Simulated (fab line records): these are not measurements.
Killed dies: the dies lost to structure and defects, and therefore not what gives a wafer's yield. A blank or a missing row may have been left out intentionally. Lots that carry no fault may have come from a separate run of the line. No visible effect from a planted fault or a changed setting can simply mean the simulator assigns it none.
The tool behind it: which one? || flow nand-harc || Sampling: 12 lots, 36 wafers, 6 of 1159 route steps

== WHAT THE GAUGES READ, wafer by wafer ==
NHARC_HYBRID_BOND_INSPECT_06: inspects for defects (ir void).
{"lot": "L897", "measured": "day 19 01:58", "on": "defect-inspect-02", "raw-defect-count": "15 12 21"}
{"lot": "L898", "measured": "day 19 01:59", "on": "defect-inspect-01", "raw-defect-count": "26 21 25"}
{"lot": "L896", "measured": "day 19 01:59", "on": "defect-inspect-02", "raw-defect-count": "29 24 18"}
{"lot": "L900", "measured": "day 19 16:49", "on": "defect-inspect-02", "raw-defect-count": "11 17 13"}
{"lot": "L903", "measured": "day 19 16:49", "on": "defect-inspect-01", "raw-defect-count": "14 17 15"}
{"lot": "L901", "measured": "day 19 21:40", "on": "defect-inspect-02", "raw-defect-count": "42 36 31"}
{"lot": "L902", "measured": "day 21 03:10", "on": "defect-inspect-02", "raw-defect-count": "23 36 31"}
{"lot": "L905", "measured": "day 21 20:25", "on": "defect-inspect-01", "raw-defect-count": "31 26 39"}
{"lot": "L913", "measured": "day 23 00:26", "on": "defect-inspect-01", "raw-defect-count": "47 55 36"}
{"lot": "L912", "measured": "day 23 12:48", "on": "defect-inspect-01", "raw-defect-count": "48 39 41"}
{"lot": "L918", "measured": "day 23 21:11", "on": "defect-inspect-02", "raw-defect-count": "20 21 20"}
{"lot": "L917", "measured": "day 24 12:06", "on": "defect-inspect-01", "raw-defect-count": "26 18 20"}

NHARC_THIN_TSV_INSPECT_40.
{"lot": "L897", "measured": "day 19 15:47", "on": "defect-inspect-01", "raw-defect-count": "523 429 427"}
{"lot": "L898", "measured": "day 19 20:01", "on": "defect-inspect-01", "raw-defect-count": "535 478 459"}
{"lot": "L896", "measured": "day 19 20:01", "on": "defect-inspect-02", "raw-defect-count": "363 389 526"}
{"lot": "L900", "measured": "day 20 10:11", "on": "defect-inspect-01", "raw-defect-count": "379 395 405"}
{"lot": "L903", "measured": "day 20 10:11", "on": "defect-inspect-01", "raw-defect-count": "411 476 445"}
{"lot": "L901", "measured": "day 20 13:49", "on": "defect-inspect-02", "raw-defect-count": "354 464 438"}
{"lot": "L902", "measured": "day 21 17:41", "on": "defect-inspect-02", "raw-defect-count": "403 709 420"}
{"lot": "L905", "measured": "day 22 11:06", "on": "defect-inspect-02", "raw-defect-count": "530 522 513"}
{"lot": "L913", "measured": "day 23 15:05", "on": "defect-inspect-01", "raw-defect-count": "395 354 405"}
{"lot": "L912", "measured": "day 24 03:24", "on": "defect-inspect-02", "raw-defect-count": "429 945 415"}
{"lot": "L918", "measured": "day 24 11:51", "on": "defect-inspect-01", "raw-defect-count": "414 513 490"}
{"lot": "L917", "measured": "day 25 02:28", "on": "defect-inspect-01", "raw-defect-count": "499 558 425"}

NHARC_END_SORT_01.
{"lot": "L897", "measured": "day 20 09:25", "on": "prober-01", "defect-limited-yield (%)": "98.2 97.8 97.3", "killed-at-array": "12 14 18", "killed-at-other": "0 0 0", "killed-at-periphery": "0 1 0", "killed-dies": "12 15 18", "killed-open": "1 3 2", "killed-short": "0 2 0", "sort_bin_2_pct (%)": "0.3 1.6 0.6", "sort_bin_3_pct (%)": "0.15 0 0.30", "sort_bin_4_pct (%)": "1.3 0.6 1.8", "sort-n-pass": "665 662 659", "sort-rim-yield-pct (%)": "97 95 97", "sort-yield-pct (%)": "98.2 97.8 97.3"}
{"lot": "L898", "measured": "day 20 16:23", "on": "prober-01", "defect-limited-yield (%)": "95.3 97.2 96.8", "killed-at-array": "26 18 17", "killed-at-other": "1 0 0", "killed-at-periphery": "5 1 5", "killed-dies": "32 19 22", "killed-open": "3 5 6", "killed-short": "6 1 0", "sort_bin_2_pct (%)": "1.3 0.9 0.9", "sort_bin_3_pct (%)": "0.30 0.15 0.30", "sort_bin_4_pct (%)": "3.1 1.8 2.1", "sort-n-pass": "645 658 655", "sort-rim-yield-pct (%)": "97 93 92", "sort-yield-pct (%)": "95.3 97.2 96.8"}
{"lot": "L900", "measured": "day 21 00:05", "on": "prober-01", "defect-limited-yield (%)": "97.9 97.5 97.6", "killed-at-array": "10 13 11", "killed-at-other": "0 0 1", "killed-at-periphery": "4 4 4", "killed-dies": "14 17 16", "killed-open": "5 4 4", "killed-short": "0 1 1", "sort_bin_2_pct (%)": "1.0 0.6 1.0", "sort_bin_3_pct (%)": "0 0.15 0", "sort_bin_4_pct (%)": "1.0 1.8 1.3", "sort-n-pass": "663 660 661", "sort-rim-yield-pct (%)": "98 98 99", "sort-yield-pct (%)": "97.9 97.5 97.6"}
{"lot": "L905", "measured": "day 22 14:58", "on": "prober-02", "defect-limited-yield (%)": "94.5 96.6 94.2", "killed-at-array": "27 18 29", "killed-at-other": "4 2 3", "killed-at-periphery": "6 3 7", "killed-dies": "37 23 39", "killed-open": "5 5 2", "killed-short": "3 2 2", "sort_bin_2_pct (%)": "1.5 1.3 2.1", "sort_bin_3_pct (%)": "0.44 0 0", "sort_bin_4_pct (%)": "3.5 2.1 3.7", "sort-n-pass": "640 654 638", "sort-rim-yield-pct (%)": "97 94 94", "sort-yield-pct (%)": "94.5 96.6 94.2"}
{"lot": "L912", "measured": "day 24 09:53", "on": "prober-02", "defect-limited-yield (%)": "93.6 90.5 96.0", "killed-at-array": "37 21 23", "killed-at-other": "0 34 0", "killed-at-periphery": "6 9 4", "killed-dies": "43 64 27", "killed-open": "0 3 1", "killed-short": "3 1 2", "sort_bin_2_pct (%)": "0.7 4.1 1.3", "sort_bin_3_pct (%)": "0.74 1.62 0.15", "sort_bin_4_pct (%)": "4.9 3.7 2.5", "sort-n-pass": "634 613 650", "sort-rim-yield-pct (%)": "95 83 92", "sort-yield-pct (%)": "93.6 90.5 96.0"}
{"lot": "L917", "measured": "day 25 09:14", "on": "prober-02", "defect-limited-yield (%)": "95.6 96.8 96.8", "killed-at-array": "25 15 16", "killed-at-other": "3 3 3", "killed-at-periphery": "2 4 3", "killed-dies": "30 22 22", "killed-open": "4 3 3", "killed-short": "1 2 0", "sort_bin_2_pct (%)": "1.9 0.7 0.9", "sort_bin_3_pct (%)": "0.15 0.15 0.15", "sort_bin_4_pct (%)": "2.4 2.4 2.2", "sort-n-pass": "647 655 655", "sort-rim-yield-pct (%)": "94 94 92", "sort-yield-pct (%)": "95.6 96.8 96.8"}

== TOOL THAT RAN EACH LOT (tool first, then ch and the chambers of the sampled wafers, then the start) ==
{"lot": "L897", "NHARC_THIN_TSV_ETCHBACK_48": "rie-diel-01 ch 0,2,3, day 19 08:47", "NHARC_THIN_TSV_STRIP_56": "plasma-asher-01 ch 0,1, day 19 13:13", "NHARC_THIN_TSV_STRIP_57": "wet-bench-08 ch 0,1,7, day 19 13:35"}
{"lot": "L898", "NHARC_THIN_TSV_ETCHBACK_48": "rie-diel-12 ch 2,3, day 19 10:30", "NHARC_THIN_TSV_STRIP_56": "plasma-asher-01 ch 0,1, day 19 14:50", "NHARC_THIN_TSV_STRIP_57": "wet-bench-08 ch 2,3,5, day 19 15:10"}
{"lot": "L896", "NHARC_THIN_TSV_ETCHBACK_48": "rie-diel-12 ch 1,3, day 19 12:10", "NHARC_THIN_TSV_STRIP_56": "plasma-asher-02 ch 0,1, day 19 16:38", "NHARC_THIN_TSV_STRIP_57": "wet-bench-10 ch 4,5,6, day 19 17:01"}
{"lot": "L900", "NHARC_THIN_TSV_ETCHBACK_48": "rie-diel-01 ch 0,1,2, day 19 22:02", "NHARC_THIN_TSV_STRIP_56": "plasma-asher-02 ch 0,1, day 20 03:41", "NHARC_THIN_TSV_STRIP_57": "wet-bench-08 ch 0,2,6, day 20 04:02"}
{"lot": "L903", "NHARC_THIN_TSV_ETCHBACK_48": "rie-diel-02 ch 0,1,3, day 20 00:41", "NHARC_THIN_TSV_STRIP_56": "plasma-asher-02 ch 0,1, day 20 05:33", "NHARC_THIN_TSV_STRIP_57": "wet-bench-10 ch 0,3,5, day 20 05:54"}
{"lot": "L901", "NHARC_THIN_TSV_ETCHBACK_48": "rie-diel-12 ch 1,2, day 20 03:52", "NHARC_THIN_TSV_STRIP_56": "plasma-asher-01 ch 0,1, day 20 08:37", "NHARC_THIN_TSV_STRIP_57": "wet-bench-10 ch 2,3,6, day 20 08:55"}
{"lot": "L902", "NHARC_THIN_TSV_ETCHBACK_48": "rie-diel-02 ch 0,2,3, day 21 08:13", "NHARC_THIN_TSV_STRIP_56": "plasma-asher-01 ch 0,1, day 21 12:30", "NHARC_THIN_TSV_STRIP_57": "wet-bench-08 ch 0,1,2, day 21 12:50"}
{"lot": "L905", "NHARC_THIN_TSV_ETCHBACK_48": "rie-diel-12 ch 0,1,3, day 22 01:43", "NHARC_THIN_TSV_STRIP_56": "plasma-asher-01 ch 0,1, day 22 06:02", "NHARC_THIN_TSV_STRIP_57": "wet-bench-10 ch 3,4,5, day 22 06:26"}
{"lot": "L913", "NHARC_THIN_TSV_ETCHBACK_48": "rie-diel-02 ch 0,2,3, day 23 05:46", "NHARC_THIN_TSV_STRIP_56": "plasma-asher-01 ch 0,1, day 23 10:05", "NHARC_THIN_TSV_STRIP_57": "wet-bench-10 ch 2,6,7, day 23 10:27"}
{"lot": "L912", "NHARC_THIN_TSV_ETCHBACK_48": "rie-diel-12 ch 0,1,2, day 23 19:24", "NHARC_THIN_TSV_STRIP_56": "plasma-asher-01 ch 0,1, day 23 23:47", "NHARC_THIN_TSV_STRIP_57": "wet-bench-10 ch 2,3,6, day 24 00:07"}
{"lot": "L918", "NHARC_THIN_TSV_ETCHBACK_48": "rie-diel-02 ch 0,1,3, day 24 03:26", "NHARC_THIN_TSV_STRIP_56": "plasma-asher-02 ch 0,1, day 24 07:43", "NHARC_THIN_TSV_STRIP_57": "wet-bench-08 ch 0,5,6, day 24 08:02"}
{"lot": "L917", "NHARC_THIN_TSV_ETCHBACK_48": "rie-diel-02 ch 0,3, day 24 18:22", "NHARC_THIN_TSV_STRIP_56": "plasma-asher-02 ch 0,1, day 24 22:44", "NHARC_THIN_TSV_STRIP_57": "wet-bench-08 ch 1,2,6, day 24 23:02"}
- NHARC_THIN_TSV_ETCHBACK_48: etches the open film in C4F8/Ar, target depth 1028.5 nm, time 405.17 s.
- NHARC_THIN_TSV_STRIP_56: strips in O2.
- NHARC_THIN_TSV_STRIP_57: strips in post etch residue remover, time 1200 s.

== AS READ BY THE TOOLS THEMSELVES (means over the sampled wafers that have a number; for cases with no such wafer, the mark the record gives instead) ==
NHARC_THIN_TSV_ETCHBACK_48.
{"lot": "L897", "tool": "rie-diel-01", "oes-product-au (a.u.)": 0.99, "rf-vpp-V (V)": 549}
{"lot": "L898", "tool": "rie-diel-12", "oes-product-au (a.u.)": 0.91, "rf-vpp-V (V)": 542}
{"lot": "L896", "tool": "rie-diel-12", "oes-product-au (a.u.)": 0.98, "rf-vpp-V (V)": 543}
{"lot": "L900", "tool": "rie-diel-01", "oes-product-au (a.u.)": 0.93, "rf-vpp-V (V)": 551}
{"lot": "L903", "tool": "rie-diel-02", "oes-product-au (a.u.)": 1.01, "rf-vpp-V (V)": 547}
{"lot": "L901", "tool": "rie-diel-12", "oes-product-au (a.u.)": 1.00, "rf-vpp-V (V)": 546}
{"lot": "L902", "tool": "rie-diel-02", "oes-product-au (a.u.)": 0.94, "rf-vpp-V (V)": 550}
{"lot": "L905", "tool": "rie-diel-12", "oes-product-au (a.u.)": 0.99, "rf-vpp-V (V)": 545}
{"lot": "L913", "tool": "rie-diel-02", "oes-product-au (a.u.)": 1.00, "rf-vpp-V (V)": 550}
{"lot": "L912", "tool": "rie-diel-12", "oes-product-au (a.u.)": 0.92, "rf-vpp-V (V)": 546}
{"lot": "L918", "tool": "rie-diel-02", "oes-product-au (a.u.)": 0.93, "rf-vpp-V (V)": 548}
{"lot": "L917", "tool": "rie-diel-02", "oes-product-au (a.u.)": 0.91, "rf-vpp-V (V)": 549}

NHARC_THIN_TSV_STRIP_56.
{"lot": "L897", "tool": "plasma-asher-01", "drypump-motor-current-A (A)": 5.8, "heater-power-w (W)": 337}
{"lot": "L898", "tool": "plasma-asher-01", "drypump-motor-current-A (A)": 6.0, "heater-power-w (W)": 346}
{"lot": "L896", "tool": "plasma-asher-02", "drypump-motor-current-A (A)": 5.5, "heater-power-w (W)": 359}
{"lot": "L900", "tool": "plasma-asher-02", "drypump-motor-current-A (A)": 5.3, "heater-power-w (W)": 325}
{"lot": "L903", "tool": "plasma-asher-02", "drypump-motor-current-A (A)": 5.3, "heater-power-w (W)": 323}
{"lot": "L901", "tool": "plasma-asher-01", "drypump-motor-current-A (A)": 6.0, "heater-power-w (W)": 335}
{"lot": "L902", "tool": "plasma-asher-01", "drypump-motor-current-A (A)": 5.8, "heater-power-w (W)": 327}
{"lot": "L905", "tool": "plasma-asher-01", "drypump-motor-current-A (A)": 5.7, "heater-power-w (W)": 329}
{"lot": "L913", "tool": "plasma-asher-01", "drypump-motor-current-A (A)": 6.0, "heater-power-w (W)": 334}
{"lot": "L912", "tool": "plasma-asher-01", "drypump-motor-current-A (A)": 5.8, "heater-power-w (W)": 332}
{"lot": "L918", "tool": "plasma-asher-02", "drypump-motor-current-A (A)": 5.3, "heater-power-w (W)": 331}
{"lot": "L917", "tool": "plasma-asher-02", "drypump-motor-current-A (A)": 5.3, "heater-power-w (W)": 334}

== THE ANSWER, worked out from the rows above alone ==
Rule: the usual values come from the lots themselves. The widest of any qualifying gaps counts: lots, ordered by their means at a reading, are off when they make up no more than a third of the lots, leave a main group of 4 or more, and stand apart from it by 3 or more times the standard deviation of that group's means. If all means in a main group match to the digits the tables above print for the reading, that group is not used. A lot without any number at a reading at which 4 lots or more have one is off too. All remaining lots with rows at the step are treated as sound. The gauges are gone through in route order, then the tools' own readings, and for those a lot's mean is taken as printed above. The first step at which some lot is off is used, and at that step the reading that is off furthest; a lot without a number counts as furthest.
Off: L912, at NHARC_END_SORT_01 (sort_bin_3_pct). The main group: mean 0.15 %, standard deviation 0.063. Neither off nor sound, because the step has no rows for them: L896, L903, L901, L902, L913, L918.
If a tool, at a process step before that reading, ran all the lots that are off and no sound lot after the first of them, it fits. The gauges at NHARC_END_SORT_01 are tried like those tools. Can't be told from this: 3 tools fit, rie-diel-12 at NHARC_THIN_TSV_ETCHBACK_48, plasma-asher-01 at NHARC_THIN_TSV_STRIP_56, wet-bench-10 at NHARC_THIN_TSV_STRIP_57.

== WHAT WAS PUT IN BY THE SIMULATOR ==
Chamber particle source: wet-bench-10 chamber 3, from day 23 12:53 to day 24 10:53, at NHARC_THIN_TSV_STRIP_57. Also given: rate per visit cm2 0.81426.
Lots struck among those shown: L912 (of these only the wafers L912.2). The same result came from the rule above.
